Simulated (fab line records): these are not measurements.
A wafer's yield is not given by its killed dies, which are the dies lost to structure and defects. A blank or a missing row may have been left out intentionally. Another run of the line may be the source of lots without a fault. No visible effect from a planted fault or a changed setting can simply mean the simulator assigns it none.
fab line records -- flow nandHarc
record lots=11, wafers=33, lastDay=33
route steps=1302 shown A_BLC@1121 A_M0@1144 END@1302
lots that met no fault: from a run of the same line without faults
startH: hours from the record's first day to the start of the lot's first wafer shown -- waitH: hours elapsed since this lot's preceding step -- " as in the row above -- L1.1+2: one row covering several wafers at once -- - either no value or no given start -- * or withheld: withheld -- < > ~ a bound
route shown NAME@n: names a module that has steps shown in the file, with the first one's number in the route -- usual: the fault-free wafers' mean and standard deviation -- same: alike in all rows -- chamber/n: place in a boat -- sites: per-site readings -- _std_site: standard deviation across them -- _edge_site: outer sites' mean less inner sites' -- radiusMm: for every site, how far away it sits from the centre of the wafer -- mask NAME#n: copy n -- behind: the last tool/chamber to shape the wafer -- hold: the reason the lot was held/the length of the hold in hours/how it ended -- device: names the non-switching transistor (n, p or np) -- end of line: at the end of the route, the tests of the same wafers -- where a step has no rows: the recipe by itself -- killed: the dies lost at the first sort to structure and to defects; this is not the yield of the wafer -- map: a wafer's dies, marking killed ones x, the rest . and places with no die _
set.NAME: the setting as run; set.NAME@STEP: as run at that earlier step -- model.NAME: the simulator's own value behind a step, which no gauge read
route steps across a sampled set of lots; one table per step, one row per wafer
services: a tool's chamber out of use, with start hour (startH, from the record's first day; less than 0 if before it), hours out, and reason
## steps
# step NHARC_A_BLC_ETCH_16
# recipe targetDepthA=390, overEtchFrac=0.3, timeS=65, ionEnergyEv=80, cf4FlowSccm=150, arFlowSccm=0, rfW=300, biasW=100, chemistry=CF4
# usual drypumpMotorCurrentA=5.8/0.45, mfcArSccm=0.010/0.014, oesProductAu=1.003/0.0096, rfVppV=151.8/1.2, showerheadPlenumPTorr=1.81/0.066, throttleValvePct=13.284/0.0088
# same overEtchFrac=0.3, timeS=65
lot.wafer,tool,chamber,startH,waitH,drypumpMotorCurrentA,mfcArSccm,oesProductAu,rfHoursCounterH,rfVppV,showerheadPlenumPTorr,throttleValvePct
L245.1,rieDiel-06,3,513.89,0.1,5.3,0.000,0.997,2,151.5,1.85,13.283
L245.6,rieDiel-06,2,513.89,0.1,6.1,0.001,1.017,-,151.8,1.85,13.288
L245.5,rieDiel-06,3,513.89,0.1,5.3,0.000,0.996,-,152.9,1.85,13.293
L247.3,rieDiel-06,1,521.03,0.1,5.7,0.002,0.986,3,151.8,1.86,13.285
L247.1,rieDiel-06,0,521.03,0.1,6.5,0.012,1.007,2,150.8,1.70,13.279
L247.6,rieDiel-06,1,521.03,0.1,5.7,0.002,0.980,-,151.9,1.86,13.266
L248.4,rieDiel-06,0,543.83,0.1,6.5,0.012,1.000,5,151.7,1.70,13.267
L248.3,rieDiel-06,3,543.83,0.1,5.3,0.000,1.003,5,152.1,1.85,13.289
L248.6,rieDiel-06,0,543.83,0.1,6.5,0.012,0.998,-,149.6,1.70,13.284
L249.2,rieDiel-12,2,544.34,0.2,6.0,0.041,0.990,29,152.7,1.81,13.290
L249.1,rieDiel-12,1,544.34,0.2,5.4,0.031,0.991,31,149.3,1.65,13.281
L249.6,rieDiel-12,2,544.34,0.2,5.9,0.041,0.989,-,151.9,1.81,13.298
L250.3,rieDiel-04,0,550.78,0.1,5.1,0,0.995,1,152.7,1.87,13.282
L250.2,rieDiel-04,2,550.78,0.1,5.4,0.040,1.005,1,154.0,1.87,13.283
L250.6,rieDiel-04,0,550.78,0.1,5.1,0,0.996,-,152.4,1.87,13.293
L252.3,rieDiel-04,3,589.40,0.1,6.1,0.013,1.002,3,151.8,1.74,13.289
L252.6,rieDiel-04,2,589.40,0.1,5.4,0.040,1.012,-,151.0,1.86,13.289
L252.5,rieDiel-04,3,589.40,0.1,6.1,0.013,1.007,-,151.2,1.74,13.280
L253.3,rieDiel-04,3,610.80,0.1,6.1,0.013,1.004,5,149.7,1.74,13.274
L253.5,rieDiel-04,1,610.80,0.1,6.2,0,0.996,-,152.7,1.85,13.276
L253.6,rieDiel-04,2,610.80,0.1,5.4,0.040,1.002,-,152.9,1.86,13.284
L255.3,rieDiel-06,0,614.46,0.4,6.5,0.012,1.005,13,150.9,1.70,13.284
L255.6,rieDiel-06,1,614.46,0.4,5.7,0.002,0.995,-,152.3,1.86,13.287
L255.5,rieDiel-06,2,614.46,0.4,6.1,0.001,1.016,-,152.1,1.85,13.274
L259.2,rieDiel-06,3,659.91,0.1,5.3,0.000,1.012,16,153.8,1.85,13.279
L259.3,rieDiel-06,0,659.91,0.1,6.5,0.012,1.014,17,149.5,1.70,13.282
L259.1,rieDiel-06,2,659.91,0.1,6.2,0.001,1.012,16,153.1,1.85,13.286
L265.1,rieDiel-04,2,736.35,0.1,5.4,0.040,1.008,0,152.3,1.86,13.284
L265.2,rieDiel-04,3,736.35,0.1,6.1,0.013,1.006,1,150.0,1.74,13.281
L265.5,rieDiel-04,2,736.35,0.1,5.4,0.040,1.021,-,152.2,1.86,13.278
L268.3,rieDiel-06,3,742.31,0.1,5.3,0.000,1.007,6,152.1,1.85,13.278
L268.4,rieDiel-06,2,742.31,0.1,6.2,0.001,1.004,7,152.7,1.85,13.283
L268.5,rieDiel-06,3,742.31,0.1,5.3,0.000,1.023,-,152.2,1.85,13.305
# step NHARC_A_BLC_STRIP_29
# recipe cf4FlowSccm=150, arFlowSccm=0, biasW=0, chemistry=CF4
# usual drypumpMotorCurrentA=5.8/0.44, mfcArSccm=0.011/0.015, oesProductAu=1.002/0.011, rfVppV=59.6/0.84, showerheadPlenumPTorr=1.81/0.072, throttleValvePct=13.284/0.0087
lot.wafer,tool,chamber,startH,waitH,drypumpMotorCurrentA,mfcArSccm,oesProductAu,rfHoursCounterH,rfVppV,showerheadPlenumPTorr,throttleValvePct
L245.1,rieDiel-06,2,514.87,0.1,6.1,0.001,1.012,2,60.4,1.85,13.267
L245.5,rieDiel-06,3,514.87,0.1,5.3,0.000,1.015,-,61.2,1.85,13.283
L245.6,rieDiel-06,0,514.87,0.1,6.5,0.012,1.007,-,59.2,1.70,13.282
L247.1,rieDiel-06,0,521.99,0.1,6.5,0.012,0.996,3,60.0,1.70,13.276
L247.3,rieDiel-06,1,521.99,0.1,5.8,0.002,0.991,3,61.6,1.86,13.275
L247.6,rieDiel-06,0,521.99,0.1,6.5,0.012,0.998,-,58.9,1.70,13.291
L248.3,rieDiel-06,3,544.80,0.1,5.3,0.000,1.014,5,60.8,1.85,13.285
L248.4,rieDiel-06,0,544.80,0.1,6.5,0.012,0.996,6,59.5,1.70,13.296
L248.6,rieDiel-06,2,544.80,0.1,6.2,0.001,1.000,-,60.7,1.85,13.289
L249.2,rieDiel-04,2,545.34,0.1,5.4,0.040,1.001,0,60.2,1.87,13.281
L249.1,rieDiel-04,3,545.34,0.1,6.1,0.013,0.996,1,58.7,1.74,13.288
L249.6,rieDiel-04,0,545.34,0.1,5.1,0,1.004,-,60.5,1.87,13.293
L250.2,rieDiel-06,2,551.74,0.1,6.1,0.001,1.015,6,59.9,1.85,13.287
L250.3,rieDiel-06,3,551.74,0.1,5.3,0.000,1.006,6,60.5,1.85,13.278
L250.6,rieDiel-06,1,551.74,0.1,5.8,0.002,0.988,-,59.8,1.86,13.275
L252.3,rieDiel-04,2,590.97,0.1,5.4,0.040,1.005,3,60.5,1.86,13.284
L252.5,rieDiel-04,0,590.97,0.1,5.1,0,1.005,-,60.0,1.87,13.268
L252.6,rieDiel-04,2,590.97,0.1,5.4,0.040,1.007,-,60.9,1.86,13.265
L253.3,rieDiel-06,3,611.94,0.1,5.3,0.000,1.010,11,60.3,1.85,13.286
L253.5,rieDiel-06,0,611.94,0.1,6.5,0.012,0.997,-,59.6,1.70,13.291
L253.6,rieDiel-06,1,611.94,0.1,5.7,0.002,0.995,-,60.3,1.86,13.292
L255.3,rieDiel-12,3,615.42,0.1,5.9,0.004,0.995,45,58.7,1.76,13.297
L255.6,rieDiel-12,1,615.42,0.1,5.4,0.031,1.004,-,58.2,1.64,13.281
L255.5,rieDiel-12,2,615.42,0.1,6.0,0.041,0.975,-,58.7,1.81,13.284
L259.1,rieDiel-12,2,660.86,0.1,6.0,0.041,0.987,10,59.6,1.80,13.290
L259.2,rieDiel-12,3,660.86,0.1,5.9,0.004,0.983,10,60.1,1.75,13.296
L259.3,rieDiel-12,0,660.86,0.1,5.6,0,1.003,9,58.8,1.65,13.269
L265.1,rieDiel-06,1,737.33,0.1,5.8,0.002,1.003,6,59.6,1.85,13.285
L265.2,rieDiel-06,2,737.33,0.1,6.2,0.001,1.006,6,60.1,1.85,13.287
L265.5,rieDiel-06,3,737.33,0.1,5.3,0.000,1.020,-,60.6,1.85,13.287
L268.4,rieDiel-04,3,743.26,0.1,6.1,0.013,1.025,2,59.4,1.74,13.297
L268.3,rieDiel-04,2,743.26,0.1,5.4,0.040,1.009,1,59.1,1.86,13.291
L268.5,rieDiel-04,3,743.26,0.1,6.1,0.013,1.029,-,59.8,1.74,13.293
# step NHARC_A_M0_EXPOSE_06
# recipe na=1.35, targetCdNm=80, doseMj=83.25, maskId=A_M0
# usual exposureDoseMJCm2=83.15/0.079
lot.wafer,tool,chamber,startH,waitH,mask,exposureDoseMJCm2
L245.1,arfiScanner-03,0,517.50,-,A_M0#0,83.12
L245.5,arfiScanner-03,0,517.50,-,A_M0#0,83.08
L245.6,arfiScanner-03,0,517.50,-,A_M0#0,83.21
L247.1,arfiScanner-01,0,524.65,-,A_M0#0,83.19
L247.3,arfiScanner-01,0,524.65,-,A_M0#0,83.10
L247.6,arfiScanner-01,0,524.65,-,A_M0#0,83.16
L248.3,arfiScanner-02,0,547.51,-,A_M0#0,83.11
L248.4,arfiScanner-02,0,547.51,-,A_M0#0,83.09
L248.6,arfiScanner-02,0,547.51,-,A_M0#0,83.13
L249.1,arfiScanner-01,0,547.98,-,A_M0#0,83.25
L249.2,arfiScanner-01,0,547.98,-,A_M0#0,83.02
L249.6,arfiScanner-01,0,547.98,-,A_M0#0,83.24
L250.2,arfiScanner-02,0,554.41,-,A_M0#0,83.09
L250.3,arfiScanner-02,0,554.41,-,A_M0#0,83.24
L250.6,arfiScanner-02,0,554.41,-,A_M0#0,83.14
L252.3,arfiScanner-02,0,593.58,-,A_M0#0,83.24
L252.5,arfiScanner-02,0,593.58,-,A_M0#0,83.14
L252.6,arfiScanner-02,0,593.58,-,A_M0#0,83.33
L253.3,arfiScanner-02,0,614.61,-,A_M0#0,126.77
L253.5,arfiScanner-02,0,614.61,-,A_M0#0,127.03
L253.6,arfiScanner-02,0,614.61,-,A_M0#0,126.94
L255.3,arfiScanner-02,0,618.00,-,A_M0#0,118.52
L255.5,arfiScanner-02,0,618.00,-,A_M0#0,118.63
L255.6,arfiScanner-02,0,618.00,-,A_M0#0,118.47
L259.1,arfiScanner-01,0,663.53,-,A_M0#0,83.08
L259.2,arfiScanner-01,0,663.53,-,A_M0#0,83.15
L259.3,arfiScanner-01,0,663.53,-,A_M0#0,83.15
L265.1,arfiScanner-03,0,740.52,-,A_M0#0,83.05
L265.2,arfiScanner-03,0,740.52,-,A_M0#0,83.15
L265.5,arfiScanner-03,0,740.52,-,A_M0#0,83.15
L268.3,arfiScanner-01,0,745.93,-,A_M0#0,83.17
L268.4,arfiScanner-01,0,745.93,-,A_M0#0,83.18
L268.5,arfiScanner-01,0,745.93,-,A_M0#0,83.37
# step NHARC_A_M0_CD_MEAS_09
# recipe targetCdNm=80, landingEnergyEv=500
# usual cdNm=79.6/0.7
lot.wafer,tool,chamber,startH,waitH,cdNm
L245.1,cdSem-01,0,517.64,-,79.3
L245.5,cdSem-01,0,517.64,-,79.6
L245.6,cdSem-01,0,517.64,-,79.6
L247.1,cdSem-03,0,524.79,-,79.5
L247.3,cdSem-03,0,524.79,-,79.2
L247.6,cdSem-03,0,524.79,-,79.4
L248.3,cdSem-03,0,547.65,-,79.6
L248.4,cdSem-03,0,547.65,-,79.4
L248.6,cdSem-03,0,547.65,-,79.5
L249.1,cdSem-01,0,548.11,-,78.7
L249.2,cdSem-01,0,548.11,-,78.5
L249.6,cdSem-01,0,548.11,-,79.1
L250.2,cdSem-02,0,554.55,-,79.3
L250.3,cdSem-02,0,554.55,-,79.0
L250.6,cdSem-02,0,554.55,-,79.7
L252.3,cdSem-02,0,593.71,-,78.5
L252.5,cdSem-02,0,593.71,-,79.2
L252.6,cdSem-02,0,593.71,-,78.7
L253.3,cdSem-03,0,614.74,-,108.4
L253.5,cdSem-03,0,614.74,-,107.9
L253.6,cdSem-03,0,614.74,-,108.4
L255.3,cdSem-03,0,618.14,-,103.4
L255.5,cdSem-03,0,618.14,-,103.8
L255.6,cdSem-03,0,618.14,-,102.5
L259.1,cdSem-02,0,663.67,-,79.2
L259.2,cdSem-02,0,663.67,-,80.3
L259.3,cdSem-02,0,663.67,-,80.3
L265.1,cdSem-03,0,740.66,-,79.4
L265.2,cdSem-03,0,740.66,-,79.7
L265.5,cdSem-03,0,740.66,-,80.0
L268.3,cdSem-01,0,746.07,-,79.2
L268.4,cdSem-01,0,746.07,-,78.8
L268.5,cdSem-01,0,746.07,-,79.1
# step NHARC_A_M0_OVL_MEAS_10
# recipe pitchNm=160
# usual overlayXNm=-0.2/0.92, overlayYNm=0.0/0.8
lot.wafer,tool,chamber,startH,waitH,overlayXNm,overlayYNm
L245.1,overlay-02,-,517.73,-,0.1,0.0
L245.5,overlay-02,-,517.73,-,0.6,0.5
L245.6,overlay-02,-,517.73,-,0.4,-0.5
L247.1,overlay-02,-,524.87,-,0.7,-1.8
L247.3,overlay-02,-,524.87,-,0.7,-0.9
L247.6,overlay-02,-,524.87,-,0.8,-1.2
L248.3,overlay-01,-,547.73,-,-0.1,0.4
L248.4,overlay-01,-,547.73,-,-0.4,0.7
L248.6,overlay-01,-,547.73,-,-0.3,0.9
L249.1,overlay-01,-,548.20,-,-1.5,-0.6
L249.2,overlay-01,-,548.20,-,-1.4,-0.1
L249.6,overlay-01,-,548.20,-,-1.3,-0.4
L250.2,overlay-02,-,554.64,-,0.2,0.8
L250.3,overlay-02,-,554.64,-,0.3,0.5
L250.6,overlay-02,-,554.64,-,0.2,0.3
L252.3,overlay-01,-,593.80,-,-0.6,1.0
L252.5,overlay-01,-,593.80,-,-0.4,0.8
L252.6,overlay-01,-,593.80,-,-0.4,0.8
L253.3,overlay-02,-,614.83,-,0.9,-0.9
L253.5,overlay-02,-,614.83,-,0.9,-0.4
L253.6,overlay-02,-,614.83,-,0.9,-0.9
L255.3,overlay-01,-,618.22,-,-0.6,1.1
L255.5,overlay-01,-,618.22,-,-0.1,0.9
L255.6,overlay-01,-,618.22,-,-0.3,0.5
L259.1,overlay-02,-,663.76,-,-0.9,0.3
L259.2,overlay-02,-,663.76,-,-0.4,0.7
L259.3,overlay-02,-,663.76,-,-0.2,0.5
L265.1,overlay-02,-,740.75,-,-0.6,1.1
L265.2,overlay-02,-,740.75,-,-1.2,1.3
L265.5,overlay-02,-,740.75,-,-1.3,1.6
L268.3,overlay-01,-,746.15,-,0.3,-0.1
L268.4,overlay-01,-,746.15,-,-0.1,0.1
L268.5,overlay-01,-,746.15,-,0.4,-0.5
# step NHARC_END_SORT_01
# recipe tempC=25
# usual defectLimitedYield=91.6/2.5, killedAtArray=52/18, killedAtOther=1.2/1.5, killedAtPeriphery=4/3.2, killedDies=57/17, killedOpen=3.1/1.9, killedShort=2.5/1.7, sort_bin_2_pct=3.0/1.1, sort_bin_3_pct=0.6/0.36, sort_bin_4_pct=4.9/1.5, sortNPass=620/17, sortRimYieldPct=91/3.8, sortYieldPct=91.6/2.5
# same grossDies=677, sort_bin_5_pct[%]=0, sort_bin_6_pct[%]=0, sort_bin_7_pct[%]=0, sort_bin_8_pct[%]=0, sortRimNGross=106.00
lot.wafer,tool,chamber,startH,waitH,defectLimitedYield[%],killedAtArray,killedAtOther,killedAtPeriphery,killedDies,killedOpen,killedShort,sort_bin_2_pct[%],sort_bin_3_pct[%],sort_bin_4_pct[%],sortNPass,sortRimYieldPct[%],sortYieldPct[%]
L255.3,prober-02,0,665.14,3.1,94.1,36,1,3,40,2,0,1.5,1.2,3.2,637,86,94.1
L255.5,prober-02,0,666.72,3.7,90.1,63,1,3,67,2,4,3.1,1.3,5.5,610,85,90.1
L255.6,prober-02,0,667.51,3.9,94.8,33,0,2,35,3,1,1.9,0.3,3.0,642,92,94.8
L259.1,prober-01,0,703.13,2.5,87.0,85,0,3,88,6,2,3.5,0.7,8.7,589,92,87.0
L259.2,prober-01,0,703.92,2.8,90.8,61,0,1,62,3,1,3.2,1.2,4.7,615,84,90.8
L259.3,prober-01,0,704.71,3.1,89.1,72,1,1,74,0,4,4.0,0.7,6.2,603,94,89.1
# killed by level:class
L255.3 A_CHANNEL_HOLE_D1:chamberFilmFlake=19 A_CONTACT:chamberFilmFlake=7 A_M0:areaExpose=4 P_ZERO_WELL:chamberFilmFlake=2 A_CHANNEL_HOLE_D2:chamberFilmFlake=2 A_CONTACT:geometricParticle:open=1 A_M0:geometricParticle:open=1 P_CONTACT:chamberFilmFlake=1
L255.5 A_CHANNEL_HOLE_D1:chamberFilmFlake=30 A_CONTACT:chamberFilmFlake=11 A_M0:areaExpose=8 A_SLIT:chamberFilmFlake=4 A_WL_FILL:geometricParticle:short=2 P_ZERO_WELL:chamberFilmFlake=2 A_CHANNEL_FILL_D1:chamberFilmFlake=2 A_STAIRCASE:chamberFilmFlake=2
L255.6 A_CHANNEL_HOLE_D1:chamberFilmFlake=15 A_CONTACT:chamberFilmFlake=7 A_CHANNEL_HOLE_D2:chamberFilmFlake=5 P_ZERO_WELL:chamberFilmFlake=2 A_ONON_D1:geometricParticle:short=1 A_CHANNEL_HOLE_D2:geometricParticle:open=1 A_SGD_CUT:geometricParticle:open=1 A_BLC:geometricParticle:open=1
L259.1 A_SLIT:chamberFilmFlake=36 A_CHANNEL_HOLE_D1:chamberFilmFlake=33 A_WL_FILL:chamberFilmFlake=4 A_CHANNEL_FILL_D2:chamberFilmFlake=3 A_ONON_D2:geometricParticle:open=2 P_GATE:geometricParticle:open=1 P_M0:geometricParticle:open=1 A_CHANNEL_FILL_D1:geometricParticle:short=1
L259.2 A_SLIT:chamberFilmFlake=32 A_CHANNEL_HOLE_D1:chamberFilmFlake=20 A_WL_FILL:chamberFilmFlake=3 A_ONON_D1:geometricParticle:open=2 A_CONTACT:chamberFilmFlake=2 P_M0:geometricParticle:open=1 A_SGD_CUT:geometricParticle:short=1 A_STAIRCASE:chamberFilmFlake=1
L259.3 A_SLIT:chamberFilmFlake=36 A_CHANNEL_HOLE_D1:chamberFilmFlake=27 A_WL_FILL:chamberFilmFlake=3 P_CONTACT:geometricParticle:short=1 A_CHANNEL_FILL_D1:geometricParticle:short=1 A_ONON_D2:geometricParticle:short=1 A_CHANNEL_HOLE_D2:geometricParticle:short=1 A_CHANNEL_FILL_D1:chamberFilmFlake=1
## services
tool,chamber,startH,hours,kind
arfiScanner-02,-,497.82,2.5,repair
rieDiel-06,1,498.65,4.1,repair
rieDiel-04,2,499.89,12.8,repair
rieDiel-04,3,500.92,15.8,repair
rieDiel-04,-,501.60,0.7,repair
rieDiel-12,0,526.03,5.7,repair
rieDiel-04,-,531.90,9.0,pm
rieDiel-12,0,536.48,5.4,repair
arfiScanner-03,-,541.30,4.0,pm
arfiScanner-01,-,559.58,5.6,repair
rieDiel-04,1,584.49,7.1,repair
arfiScanner-01,-,588.03,2.3,repair
rieDiel-12,-,590.55,0.9,repair
arfiScanner-01,-,596.01,4.0,pm
rieDiel-04,0,603.18,10.1,repair
arfiScanner-01,-,606.68,1.1,repair
rieDiel-12,-,625.27,9.0,pm
rieDiel-06,3,648.63,3.7,repair
arfiScanner-02,-,657.61,4.0,pm
arfiScanner-03,-,658.57,1.1,repair
rieDiel-06,-,661.23,9.0,pm
rieDiel-04,-,695.62,0.9,repair
rieDiel-04,-,708.90,9.0,pm
arfiScanner-01,-,723.17,10.1,repair
## key
firstSign step=NHARC_A_M0_EXPOSE_06, reading=exposureDoseMJCm2, direction=up, sigmas=99+, usual=83.15, struck=122.73
effect step=NHARC_A_M0_CD_MEAS_09, reading=cdNm, direction=up, sigmas=37, usual=79.6, struck=105.7, through=controlLoop
metAt NHARC_A_M0_EXPOSE_06
struckLots L253,L255
sortLeftOut L253.3,L253.5,L253.6
loopTrim step=NHARC_A_M0_EXPOSE_06, setting=dose, lots=L255
notActingAt NHARC_A_BLC_ETCH_16,NHARC_A_BLC_STRIP_29,NHARC_A_M0_OVL_MEAS_10
onsetBetween 593.58 614.61
fault kind=processParameterDrift, tool=arfiScanner-02, chamber=-, onsetH=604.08, steps=NHARC_A_M0_EXPOSE_06, channel=doseMj, offset=43.627, shape=step, actsIn=theseRecipesOnly, stated=83.25
# sortLeftOut: the simulated sort isn't trusted on such a fault, so these wafers' sort isn't shown, and their yield isn't known
# loopTrim: a control loop set the setting to another value than it would have without faults
